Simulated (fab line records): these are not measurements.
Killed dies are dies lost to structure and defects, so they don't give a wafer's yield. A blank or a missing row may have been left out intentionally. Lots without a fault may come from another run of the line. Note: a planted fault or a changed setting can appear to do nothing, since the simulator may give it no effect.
fab line records	flow nand-harc	part 2 of 2: steps 5 to 6 of 6
[record] lots = 19	wafers = 57	last-day = 33
route steps=1302 shown A_STAIRCASE@677
lots with no fault: from the same line, run without faults
start-h: hours from the record's first day to the start of the lot's first wafer shown	wait-h: hours from the lot's prior step to this one	" identical to the entry in the row above	L1.1+2: several wafers, shown together as one row	- no value present, or no start provided	* or withheld: withheld	< > ~ a bound
route shown NAME@n: a module of which the file shows steps, and the number in the route of the first	usual: average and standard deviation across the fault-free wafers	same: alike in all rows	chamber/n: place in a boat	sites: each site's reading	_std_site: standard deviation of those values	_edge_site: the outer-site mean with the inner-site mean subtracted	radius-mm: for every site, how far away it sits from the centre of the wafer	mask NAME#n: copy n	behind: the tool/chamber that last shaped the wafer	hold: cause of the lot's hold/its duration in hours/its outcome	device: which transistor (n, p or np) failed to switch	end of line: tests of these same wafers at the route's end	a step with no rows: only its recipe	killed: at the first sort, the dies lost to defects and structure; wafer yield is something else	map: a wafer's dies, x killed, . not, _ none there
set.NAME: the setting the step ran with; set.NAME@STEP: the setting that earlier step ran with	model.NAME: the simulator's own value behind a step, which no gauge read
route steps across a sampled set of lots; one table per step, one row per wafer
services: from which hour (start-h, from the record's first day; less than 0 if before it) a tool's chamber was out of use, for how many hours, and why
[[steps]]
[step NHARC_A_STAIRCASE_TRIM_222]
[recipe] time-s = 211.2	o2-flow-sccm = 500	ar-flow-sccm = 0	bias-w = 0	chemistry = O2
[usual] chamber-pressure-mTorr = 59.99/0.055	drypump-motor-current-A = 6.1/0.34	oes-product-au = 1.000/0.0069	rf-vpp-V = 57.8/0.8	showerhead-plenum-p-Torr = 3.54/0.14	throttle-valve-pct = 17.036/0.01
lot.wafer	tool	chamber	start-h	wait-h	chamber-pressure-mTorr	drypump-motor-current-A	oes-product-au	rf-hours-counter-h	rf-vpp-V	showerhead-plenum-p-Torr	throttle-valve-pct
L074.4	rie-diel-08	0	-	-	60.14	6.4	1.001	49	56.3	3.46	17.030
L074.2	"	2	"	"	59.97	6.2	1.001	56	58.0	3.58	17.037
L074.5	"	3	"	"	60.06	6.1	1.009	-	58.3	3.74	17.024
L075.2	rie-diel-08	2	-	-	59.90	6.3	1.006	57	56.6	3.58	17.043
L075.3	"	1	"	"	60.01	5.7	1.004	53	58.0	3.45	17.037
L075.6	"	3	"	"	59.93	6.1	1.010	-	57.5	3.74	17.025
L076.2	rie-diel-08	1	-	-	60.01	5.7	1.003	1	57.8	3.44	17.025
L076.3	"	2	"	"	59.97	6.2	1.007	1	56.8	3.58	17.033
L076.1	"	0	"	"	60.00	6.4	1.001	1	57.1	3.46	17.064
L077.1	rie-diel-03	0	-	-	59.95	5.7	0.987	30	58.3	3.45	17.035
L077.2	"	3	"	"	59.96	6.2	0.992	35	58.3	3.75	17.051
L077.5	"	0	"	"	59.88	5.7	0.993	-	58.2	3.45	17.025
L079.3	rie-diel-02	2	-	-	60.02	6.7	1.000	5	58.8	3.63	17.026
L079.4	"	3	"	"	59.95	5.8	1.003	5	56.5	3.31	17.047
L079.1	"	0	"	"	59.97	5.9	1.007	4	57.8	3.45	17.028
L080.1	rie-diel-08	0	-	-	60.00	6.4	0.987	13	58.1	3.45	17.053
L080.3	"	1	"	"	59.97	5.7	1.002	12	57.8	3.44	17.042
L080.5	"	3	"	"	60.16	6.1	1.010	-	57.9	3.73	17.036
L083.4	rie-diel-03	2	-	-	60.05	6.4	1.007	54	57.0	3.39	17.016
L083.3	"	3	"	"	60.06	6.2	0.993	53	58.3	3.74	17.050
L083.2	"	0	"	"	60.01	5.7	1.002	47	58.7	3.44	17.020
L082.4	rie-diel-08	2	-	-	60.03	6.2	1.001	24	58.4	3.57	17.028
L082.3	"	3	"	"	60.00	6.1	1.001	25	58.4	3.73	17.048
L082.6	"	1	"	"	59.94	5.7	0.995	-	57.9	3.43	17.051
L086.3	rie-diel-03	2	-	-	59.89	6.5	1.010	3	56.7	3.38	17.024
L086.4	"	0	"	"	60.03	5.7	1.001	-	57.3	3.43	17.019
L086.6	"	2	"	"	59.98	6.5	0.993	-	58.3	3.38	17.040
L085.4	rie-diel-08	2	-	-	59.98	6.3	1.018	35	58.2	3.56	17.036
L085.1	"	0	"	"	60.03	6.4	0.994	30	56.4	3.44	17.056
L085.6	"	3	"	"	60.03	6.1	0.994	-	58.7	3.72	17.041
L087.4	rie-diel-08	3	-	-	60.06	6.0	1.005	39	58.6	3.72	17.037
L087.3	"	1	"	"	60.04	5.7	1.012	36	57.5	3.43	17.025
L087.6	"	3	"	"	59.92	6.1	1.011	-	58.1	3.72	17.041
L088.2	rie-diel-03	1	-	-	60.04	5.6	1.000	11	57.3	3.63	17.041
L088.3	"	3	"	"	59.99	6.2	1.019	10	58.8	3.73	17.040
L088.5	"	2	"	"	59.95	6.5	1.003	-	58.7	3.38	17.030
L089.3	rie-diel-02	3	-	-	59.98	5.8	1.000	32	57.4	3.29	17.028
L089.5	"	1	"	"	59.88	5.5	0.998	-	58.6	3.73	17.026
L089.6	"	2	"	"	60.00	6.7	0.999	-	57.3	3.62	17.033
L091.2	rie-diel-03	1	-	-	60.00	5.6	1.003	23	58.8	3.63	17.009
L091.6	"	3	"	"	59.98	6.2	0.999	-	57.4	3.73	17.028
L091.5	"	0	"	"	59.90	5.7	0.990	-	57.2	3.42	17.033
L090.2	rie-diel-03	2	-	-	60.04	6.4	0.997	19	58.4	3.37	17.036
L090.5	"	2	"	"	60.07	6.4	0.990	-	57.4	3.37	17.027
L090.6	"	3	"	"	60.04	6.2	0.998	-	58.7	3.73	17.030
L093.1	rie-diel-02	1	-	-	60.02	5.5	0.987	42	57.4	3.72	17.038
L093.2	"	2	"	"	60.00	6.6	0.998	32	58.4	3.61	17.035
L093.5	"	0	"	"	60.04	5.9	1.001	-	57.9	3.42	17.035
L095.4	rie-diel-08	3	-	-	60.07	6.0	1.007	2	57.9	3.71	17.037
L095.6	"	3	"	"	59.94	6.1	1.000	-	57.2	3.71	17.034
L095.5	"	0	"	"	59.92	6.4	1.006	-	57.1	3.43	17.029
L094.3	rie-diel-08	1	-	-	59.93	5.7	1.001	3	58.8	3.41	17.013
L094.1	"	2	"	"	60.06	6.2	1.007	3	58.8	3.55	17.030
L094.5	"	1	"	"	60.01	5.7	0.990	-	57.8	3.41	17.031
L097.3	rie-diel-08	2	-	-	60.01	6.2	1.002	9	57.1	3.54	17.037
L097.1	"	3	"	"	60.01	6.1	0.993	9	57.7	3.70	17.031
L097.5	"	0	"	"	59.92	6.4	0.999	-	57.0	3.43	17.052
[step NHARC_A_STAIRCASE_TRIM_224]
[recipe] time-s = 211.2	o2-flow-sccm = 500	ar-flow-sccm = 0	bias-w = 0	chemistry = O2
[usual] chamber-pressure-mTorr = 60.00/0.056	drypump-motor-current-A = 6.1/0.32	oes-product-au = 1.000/0.0065	rf-vpp-V = 57.9/0.97	showerhead-plenum-p-Torr = 3.54/0.14	throttle-valve-pct = 17.037/0.0086
lot.wafer	tool	chamber	start-h	wait-h	chamber-pressure-mTorr	drypump-motor-current-A	oes-product-au	rf-hours-counter-h	rf-vpp-V	showerhead-plenum-p-Torr	throttle-valve-pct
L074.2	rie-diel-08	0	-	-	59.91	6.4	0.998	49	57.5	3.46	17.025
L074.4	"	1	"	"	59.98	5.7	1.010	53	56.1	3.45	17.037
L074.5	"	0	"	"	60.03	6.4	0.999	-	57.7	3.46	17.019
L075.3	rie-diel-08	1	-	-	59.98	5.7	1.003	53	57.3	3.45	17.040
L075.2	"	0	"	"	59.95	6.4	0.999	49	56.0	3.46	17.035
L075.6	"	2	"	"	60.00	6.2	1.000	-	58.9	3.58	17.022
L076.3	rie-diel-08	2	-	-	59.99	6.2	1.007	1	57.8	3.58	17.036
L076.1	"	3	"	"	59.95	6.1	1.008	1	56.9	3.74	17.035
L076.2	"	1	"	"	60.06	5.7	1.004	1	58.4	3.44	17.036
L077.2	rie-diel-03	3	-	-	59.94	6.2	1.000	35	58.6	3.75	17.035
L077.1	"	0	"	"	59.95	5.7	0.989	31	58.5	3.45	17.046
L077.5	"	3	"	"	59.94	6.2	0.992	-	57.3	3.75	17.054
L079.3	rie-diel-02	3	-	-	60.02	5.9	0.998	6	57.5	3.30	17.037
L079.1	"	0	"	"	60.05	5.9	1.013	4	56.9	3.45	17.049
L079.4	"	2	"	"	60.03	6.6	1.000	6	58.5	3.63	17.054
L080.1	rie-diel-08	2	-	-	60.04	6.2	1.010	16	55.5	3.57	17.043
L080.3	"	3	"	"	59.89	6.1	1.006	17	58.4	3.73	17.026
L080.5	"	3	"	"	59.94	6.1	1.001	-	58.1	3.73	17.049
L083.4	rie-diel-03	3	-	-	59.95	6.2	0.994	53	58.4	3.74	17.031
L083.2	"	1	"	"	60.00	5.6	0.996	55	57.3	3.64	17.035
L083.3	"	2	"	"	59.99	6.5	1.009	54	57.1	3.39	17.046
L082.4	rie-diel-08	3	-	-	59.99	6.1	0.997	26	58.0	3.73	17.043
L082.3	"	2	"	"	60.04	6.2	1.005	24	59.2	3.57	17.052
L082.6	"	3	"	"	59.94	6.0	0.999	-	58.6	3.73	17.031
L086.4	rie-diel-03	0	-	-	59.98	5.7	0.991	3	57.8	3.43	17.032
L086.3	"	1	"	"	59.91	5.6	0.985	0	58.7	3.64	17.032
L086.6	"	1	"	"	60.00	5.6	0.997	-	58.4	3.64	17.044
L085.4	rie-diel-08	2	-	-	60.02	6.2	1.007	35	58.8	3.56	17.024
L085.1	"	0	"	"	59.94	6.4	1.000	30	58.8	3.44	17.031
L085.6	"	1	"	"	59.96	5.7	1.006	-	58.7	3.43	17.038
L087.3	rie-diel-08	3	-	-	59.96	6.1	0.998	39	59.2	3.72	17.041
L087.4	"	2	"	"	60.05	6.3	1.008	40	58.1	3.56	17.041
L087.6	"	0	"	"	59.91	6.4	1.006	-	57.9	3.44	17.023
L088.3	rie-diel-03	2	-	-	59.98	6.5	1.004	11	56.6	3.38	17.023
L088.2	"	3	"	"	60.02	6.2	1.006	10	59.2	3.73	17.045
L088.5	"	2	"	"	60.13	6.5	1.009	-	58.6	3.38	17.040
L089.3	rie-diel-02	3	-	-	60.00	5.9	0.993	32	55.9	3.29	17.036
L089.6	"	2	"	"	60.07	6.6	1.003	-	58.0	3.62	17.037
L089.5	"	3	"	"	59.95	5.8	0.985	-	58.1	3.29	17.026
L091.2	rie-diel-03	3	-	-	60.04	6.2	1.011	17	60.1	3.73	17.045
L091.6	"	2	"	"	60.07	6.5	0.997	-	55.3	3.37	17.025
L091.5	"	3	"	"	59.98	6.2	1.000	-	59.1	3.73	17.052
L090.2	rie-diel-03	2	-	-	60.04	6.4	1.012	19	58.0	3.37	17.044
L090.5	"	3	"	"	59.97	6.2	1.002	-	58.7	3.73	17.039
L090.6	"	0	"	"	60.01	5.7	1.001	-	56.4	3.42	17.032
L093.2	rie-diel-02	3	-	-	60.24	5.9	0.998	45	56.8	3.28	17.061
L093.1	"	0	"	"	60.04	6.0	1.000	49	57.7	3.42	17.034
L093.5	"	3	"	"	60.00	5.8	0.989	-	56.0	3.28	17.046
L095.4	rie-diel-08	3	-	-	60.03	6.1	0.997	3	57.5	3.71	17.045
L095.6	"	3	"	"	60.00	6.0	0.997	-	57.2	3.71	17.038
L095.5	"	0	"	"	59.98	6.4	1.003	-	57.2	3.43	17.041
L094.1	rie-diel-08	2	-	-	60.00	6.3	1.005	3	58.4	3.55	17.038
L094.3	"	3	"	"	59.96	6.0	1.002	3	56.7	3.71	17.048
L094.5	"	3	"	"	59.89	6.1	0.988	-	59.2	3.71	17.029
L097.1	rie-diel-08	0	-	-	60.04	6.4	0.999	8	57.8	3.43	17.041
L097.3	"	3	"	"	60.08	6.1	1.002	9	59.2	3.70	17.028
L097.5	"	0	"	"	60.05	6.4	0.991	-	57.1	3.43	17.031
[[services]]
tool	chamber	start-h	hours	kind
rie-diel-02	3	337.15	5.8	repair
rie-diel-08	0	348.44	-	clean
rie-diel-08	1	348.44	-	clean
rie-diel-08	2	348.44	-	clean
rie-diel-08	3	348.44	-	clean
rie-diel-08	1	349.31	3.2	repair
rie-diel-02	3	353.28	2.9	repair
rie-diel-08	3	363.40	7.2	repair
rie-diel-08	-	368.69	9.0	pm
rie-diel-08	0	368.69	9.0	vent-cycle
rie-diel-02	1	371.08	4.7	repair
rie-diel-03	0	373.60	1.3	repair
rie-diel-03	3	389.08	1.6	repair
rie-diel-02	-	393.70	9.0	pm
rie-diel-08	0	396.13	5.1	repair
rie-diel-02	1	440.14	22.0	repair
rie-diel-02	2	446.95	33.0	repair
rie-diel-03	1	453.94	20.0	repair
rie-diel-03	-	459.06	9.0	pm
rie-diel-02	3	477.35	3.9	repair
rie-diel-03	3	490.72	4.6	repair
rie-diel-03	-	503.76	0.7	repair
rie-diel-08	-	545.69	9.0	pm
rie-diel-02	-	570.70	9.0	pm
